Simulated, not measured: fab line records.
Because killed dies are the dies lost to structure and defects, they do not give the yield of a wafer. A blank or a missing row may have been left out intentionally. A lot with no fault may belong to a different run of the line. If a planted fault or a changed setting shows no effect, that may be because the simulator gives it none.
Which tool did it? | flow n5-finfet | Sampling: 10 lots, 28 wafers, 5 of 1938 route steps

== WHAT THE GAUGES READ, wafer by wafer ==
N5_HKMG_FIN_OVL_MEAS_50.
lot  | measured    | on         | NDIPOLE_OVL (nm)
L557 | day 4 10:39 | overlay-02 | -0.6 -0.2 -1.4
L558 | day 4 19:05 | overlay-01 | -0.8 -1.0 -1.0
L559 | day 5 02:10 | overlay-01 | 1.1 -0.3 0.2
L560 | day 5 05:19 | overlay-01 | -0.4 -0.4 -1.6
L562 | day 5 10:31 | overlay-01 | -0.1 0.2 0.6
L574 | day 8 11:55 | overlay-01 | -1.0 0.2 -1.1
L575 | day 8 17:55 | overlay-01 | 0.6 0.5 -0.4
L576 | day 9 00:59 | overlay-02 | -0.5 -1.4
L578 | day 9 12:04 | overlay-01 | 0.0 0.2 0.4
L579 | day 9 18:32 | overlay-02 | -0.6 -0.4

N5_HKMG_FIN_OVL_MEAS_13.
lot  | measured    | on         | NWFM_OVL (nm)
L557 | day 4 14:05 | overlay-02 | 0.0 0.0 0.0
L558 | day 4 22:28 | overlay-02 | 1.9 0.7 1.9
L559 | day 5 05:25 | overlay-02 | -0.5 -0.6 -0.2
L560 | day 5 08:39 | overlay-01 | 0.4 -0.6 0.7
L562 | day 5 14:02 | overlay-02 | -1.4 -1.6 0.2
L574 | day 8 15:37 | overlay-01 | -1.4 -1.5 -1.8
L575 | day 8 21:12 | overlay-01 | 1.1 1.0 1.0
L576 | day 9 04:44 | overlay-02 | 0.6 -0.1
L578 | day 9 15:30 | overlay-02 | 0.1 -0.2 -0.8
L579 | day 9 21:48 | overlay-02 | -1.1 -0.2

N5_BEOL_M4_RC_MEAS_101.
lot  | measured     | on        | DIBL_N (mV/V)  | DIBL_P (mV/V)  | IOFF_N (nA/um) | IOFF_P (nA/um) | IOFF_P_85C (nA/um) | IOFF_P_LIN (nA/um) | IOFF_P_LONG (nA/um)        | ION_N (uA/um) | ION_P (uA/um) | SS_N (mV/dec)  | SS_P (mV/dec)  | VT_N (mV)   | VT_P (mV)      | VT_P_LONG (mV) | VT_P_LVT (mV)
L557 | day 9 04:32  | prober-02 | 35.9 36.7 35.2 | 36.2 36.3 36.0 | 0.15 0.15 0.14 | 0.21 0.20 0.21 | 3.8 3.6 3.8        | 0.103 0.096 0.101  | 0.000116 0.000113 0.000107 | 666 656 664   | 459 453 461   | 70.7 71.3 71.9 | 73.0 73.7 73.2 | 249 250 253 | -249 -252 -248 | -274 -275 -274 | -98 -99 -98
L558 | day 9 11:28  | prober-01 | 34.2 37.0 35.7 | 34.5 38.1 37.1 | 0.11 0.16 0.13 | 0.18 0.22 0.21 | 3.1 3.7 3.6        | 0.084 0.097 0.096  | 0.000111 0.0001 0.000107   | 655 655 668   | 451 448 463   | 71.1 72.2 71.2 | 72.1 73.3 72.9 | 258 250 252 | -254 -252 -251 | -274 -274 -273 | -102 -100 -100
L559 | day 9 15:00  | prober-01 | 37.2 35.6 36.1 | 35.2 36.2 35.9 | 0.16 0.14 0.15 | 0.19 0.22 0.22 | 3.4 3.8 3.7        | 0.092 0.104 0.101  | 0.000104 0.000115 0.000107 | 653 658 670   | 439 462 457   | 72.2 71.2 71.4 | 72.8 72.7 73.2 | 253 254 253 | -253 -250 -251 | -275 -275 -276 | -101 -98 -99
L560 | day 9 17:33  | prober-02 | 35.4 36.6 31.5 | 33.8 36.8 31.6 | 0.14 0.15 0.09 | 0.16 0.21 0.14 | 2.8 3.6 2.5        | 0.080 0.099 0.074  | 0.000109 0.000104 9.9e-05  | 645 653 640   | 443 449 446   | 71.9 72.1 70.9 | 72.2 73.5 71.8 | 251 252 257 | -253 -249 -253 | -273 -272 -275 | -102 -100 -104
L562 | day 9 21:05  | prober-01 | 37.5 34.3 36.0 | 38.7 35.8 36.9 | 0.20 0.14 0.16 | 0.24 0.20 0.20 | 4.2 3.4 3.6        | 0.112 0.093 0.098  | 0.000107 9.7e-05 9.8e-05   | 692 654 671   | 466 450 457   | 72.0 71.6 72.1 | 74.6 73.7 73.9 | 246 253 251 | -251 -252 -249 | -275 -275 -274 | -97 -100 -99
L574 | day 13 09:13 | prober-01 | 32.5 40.5 35.3 | 32.7 41.8 35.7 | 0.11 0.22 0.14 | 0.00 0.01 0.00 | 0.1 0.2 0.1        | 0.001 0.002 0.002  | 3.3e-05 5.2e-05 3.8e-05    | 658 677 657   | 292 299 291   | 69.8 72.3 70.3 | 71.9 75.3 73.5 | 252 247 251 | -364 -358 -363 | -386 -385 -389 | -213 -208 -213
L575 | day 13 08:51 | prober-02 | 38.8 34.6 36.5 | 40.5 34.3 37.3 | 0.21 0.13 0.18 | 0.00 0.00 0.00 | 0.2 0.1 0.1        | 0.002 0.002 0.002  | 4.1e-05 4.4e-05 4.7e-05    | 686 652 669   | 295 283 290   | 72.5 71.5 71.7 | 73.7 72.7 73.7 | 245 253 245 | -361 -363 -361 | -383 -382 -385 | -207 -212 -210
L576 | day 14 03:44 | prober-02 | 35.1 40.6      | 34.2 41.2      | 0.16 0.31      | 0.24 0.38      | 4.2 6.1            | 0.122 0.163        | 0.000134 0.000122          | 682 707       | 478 487       | 71.1 72.5      | 72.9 74.8      | 251 241     | -243 -238      | -267 -269      | -91 -85
L578 | day 14 05:49 | prober-01 | 35.3 38.1 37.8 | 35.5 38.7 39.4 | 0.14 0.18 0.17 | 0.18 0.23 0.25 | 3.3 3.9 4.2        | 0.087 0.102 0.108  | 9.6e-05 9.8e-05 9.6e-05    | 666 674 668   | 461 463 461   | 70.9 71.7 71.4 | 73.1 74.3 74.4 | 250 247 248 | -252 -249 -252 | -277 -274 -275 | -100 -97 -96
L579 | day 15 04:48 | prober-01 | 40.2 42.3      | 42.9 44.0      | 0.23 0.28      | 0.29 0.33      | 4.9 5.3            | 0.128 0.139        | 9.7e-05 9.7e-05            | 669 702       | 456 471       | 72.3 73.4      | 74.7 75.0      | 248 242     | -247 -243      | -274 -276      | -97 -95

== EACH LOT AND THE TOOL THAT RAN IT (in order: tool; ch and the chambers of the sampled wafers; start) ==
lot  | N5_HKMG_FIN_ALD_36                 | N5_HKMG_FIN_PWFM_ALD_03
L557 | ald-metal-02 ch 0,3, day 4 12:53   | ald-metal-01 ch 1,2, day 4 13:13
L558 | ald-metal-02 ch 0,1,2, day 4 21:16 | ald-metal-01 ch 1,2,3, day 4 21:35
L559 | ald-metal-02 ch 1,2,3, day 5 04:22 | ald-metal-01 ch 0,2,3, day 5 04:40
L560 | ald-metal-01 ch 2,3, day 5 07:35   | ald-metal-01 ch 1,2,3, day 5 07:55
L562 | ald-metal-03 ch 2,3, day 5 12:50   | ald-metal-02 ch 1,2,3, day 5 13:10
L574 | ald-metal-02 ch 0,1, day 8 14:33   | ald-metal-03 ch 0,2,3, day 8 14:52
L575 | ald-metal-02 ch 0,1,2, day 8 20:08 | ald-metal-01 ch 0,1,2, day 8 20:28
L576 | ald-metal-01 ch 0,1, day 9 03:34   | ald-metal-02 ch 0,3, day 9 03:52
L578 | ald-metal-02 ch 0,1, day 9 14:19   | ald-metal-01 ch 2,3, day 9 14:38
L579 | ald-metal-01 ch 1,2, day 9 20:44   | ald-metal-01 ch 2,3, day 9 21:04
- N5_HKMG_FIN_ALD_36: deposits TiN, target thk 1 nm, pulse time 1 s, purge time 3 s.
- N5_HKMG_FIN_PWFM_ALD_03: deposits TiN, target thk 2 nm, pulse time 1 s, purge time 3 s.

== WHAT THE TOOLS THEMSELVES READ (means of the sampled wafers that have a number; where no wafer has one, the mark that the record gives instead) ==
N5_HKMG_FIN_ALD_36.
lot  | tool         | chamber-pressure-Torr (Torr) | heater-power-w (W) | precursor-pulse-height-rel
L557 | ald-metal-02 | 3.004                        | 750                | 0.983
L558 | ald-metal-02 | 3.004                        | 751                | 1.013
L559 | ald-metal-02 | 2.997                        | 791                | 1.018
L560 | ald-metal-01 | 2.995                        | 1046               | 0.985
L562 | ald-metal-03 | 3.002                        | 867                | 1.018
L574 | ald-metal-02 | 2.998                        | 737                | 1.028
L575 | ald-metal-02 | 2.998                        | 749                | 0.992
L576 | ald-metal-01 | 3.008                        | 852                | 0.991
L578 | ald-metal-02 | 3.002                        | 774                | 0.976
L579 | ald-metal-01 | 2.998                        | 937                | 1.002

N5_HKMG_FIN_PWFM_ALD_03.
lot  | tool         | chamber-pressure-Torr (Torr) | heater-power-w (W) | precursor-pulse-height-rel
L557 | ald-metal-01 | 3.005                        | 868                | 1.009
L558 | ald-metal-01 | 3.001                        | 921                | 0.994
L559 | ald-metal-01 | 3.005                        | 990                | 1.012
L560 | ald-metal-01 | 2.998                        | 925                | 1.004
L562 | ald-metal-02 | 3.007                        | 796                | 1.003
L574 | ald-metal-03 | -                            | -                  | -
L575 | ald-metal-01 | -                            | -                  | -
L576 | ald-metal-02 | 2.998                        | 777                | 0.970
L578 | ald-metal-01 | 3.002                        | 981                | 1.001
L579 | ald-metal-01 | 3.003                        | 1020               | 0.996

== THE ANSWER, worked out from the rows above alone ==
Rule: the usual values come from the lots themselves. Put in order of their means at a reading, lots are off if they are a third of the lots or fewer, leave a main group of 4 or more, and stand apart from it by a gap of 3 or more times the standard deviation of the main group's means; of several such gaps the widest counts. Not used: any main group whose means are identical at the precision the tables above print for the reading. A lot without any number at a reading at which 4 lots or more have one is off too. Where the step has rows for the other lots, those lots are counted as sound. Order of review: gauges by route order, followed by the tools' own readings, for which a lot's mean as printed above is used. At the first step where some lot is off, the reading lying furthest off is the one used; lots without a number count as furthest.
Off: L574, L575, seen at N5_BEOL_M4_RC_MEAS_101 (VT_P_LONG). The main group: mean -274 mV, standard deviation 2.3.
If a tool, at a process step before that reading, ran all the lots that are off and no sound lot after the first of them, it fits. The gauges at N5_BEOL_M4_RC_MEAS_101 aren't tried: what is off there is off at N5_HKMG_FIN_PWFM_ALD_03 too, on other tools, and a gauge's error can't cause that. No candidate that was tried fits.

== WHAT THE SIMULATOR PUT IN ==
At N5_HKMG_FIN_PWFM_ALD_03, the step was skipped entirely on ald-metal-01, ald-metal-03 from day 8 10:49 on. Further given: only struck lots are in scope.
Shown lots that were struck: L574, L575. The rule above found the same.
